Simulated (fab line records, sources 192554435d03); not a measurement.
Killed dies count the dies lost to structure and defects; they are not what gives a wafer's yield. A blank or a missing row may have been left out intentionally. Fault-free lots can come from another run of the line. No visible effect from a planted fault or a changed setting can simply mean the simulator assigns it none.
Which of the tools did it?    flow n5-finfet    72 wafers sampled from 24 lots at 1 step of a route of 1938

== WHAT EACH GAUGE READ, for each wafer ==
N5_BEOL_M0_SAQP_OVL_MEAS_15.
lot   measured      on          M0_CORE_OVL (nm)
L074  day 5 14:43   overlay-02  0.4 -1.0 -0.3
L075  day 5 19:02   overlay-01  0.5 -0.5 -0.1
L076  day 6 04:23   overlay-01  -0.3 -0.1 0.2
L077  day 6 08:34   overlay-01  -1.1 -1.0 -0.7
L079  day 6 21:13   overlay-02  -0.7 -2.7 -2.1
L078  day 6 22:06   overlay-01  0.5 -0.4 0.3
L080  day 7 01:25   overlay-01  -0.9 -1.8 0.3
L081  day 7 04:59   overlay-01  -1.5 -2.3 -1.7
L082  day 7 21:03   overlay-01  -0.7 -0.4 0.4
L083  day 8 01:52   overlay-01  -1.1 -0.1 -1.0
L084  day 8 05:49   overlay-01  -1.0 -1.1 0.1
L085  day 8 17:03   overlay-02  -0.6 -0.8 -0.2
L086  day 8 20:47   overlay-02  -2.2 0.0 -0.1
L087  day 8 23:46   overlay-01  0.5 0.6 0.8
L088  day 9 02:48   overlay-02  -1.1 -1.0 -0.6
L089  day 9 06:34   overlay-02  1.2 -0.7 -1.4
L090  day 9 10:11   overlay-01  -1.5 -1.2 0.0
L091  day 9 19:15   overlay-02  -1.5 -1.1 -0.9
L092  day 9 22:08   overlay-02  0.5 0.5 0.0
L093  day 10 08:36  overlay-01  0.1 0.6 -0.2
L094  day 10 11:46  overlay-01  -1.1 0.2 -0.8
L095  day 10 22:35  overlay-02  -0.8 -0.2 -0.4
L096  day 11 01:20  overlay-01  -0.3 -1.1 -0.6
L097  day 11 12:19  overlay-02  0.3 -0.5 1.1

== EACH LOT AND THE TOOL THAT RAN IT (in order: tool; ch and the chambers of the sampled wafers; start) ==
The record holds no process step before these readings.

== AS READ BY THE TOOLS THEMSELVES (means over the sampled wafers that have a number; for cases with no such wafer, the mark the record gives instead) ==
The record holds no such reading with a usual standard deviation.

== THE ANSWER, worked out from the rows above alone ==
Rule: usual is defined by the lots themselves. Put in order of their means at a reading, lots are off if they are a third of the lots or fewer, leave a main group of 4 or more, and stand apart from it by a gap of 3 or more times the standard deviation of the main group's means; of several such gaps the widest counts. If all means in a main group match to the digits the tables above print for the reading, that group is not used. Also off: a lot with no number at a reading for which 4 or more lots have one. Where the step has rows for the other lots, those lots are counted as sound. After the gauges, taken in route order, come the tools' own readings; for these a lot's mean is taken, as printed above. At the first step where some lot is off, the reading lying furthest off is the one used; lots without a number count as furthest.
No lot is off on any of the readings shown, so nothing can be concluded from this.

== WHAT HAD BEEN PUT IN BY THE SIMULATOR ==
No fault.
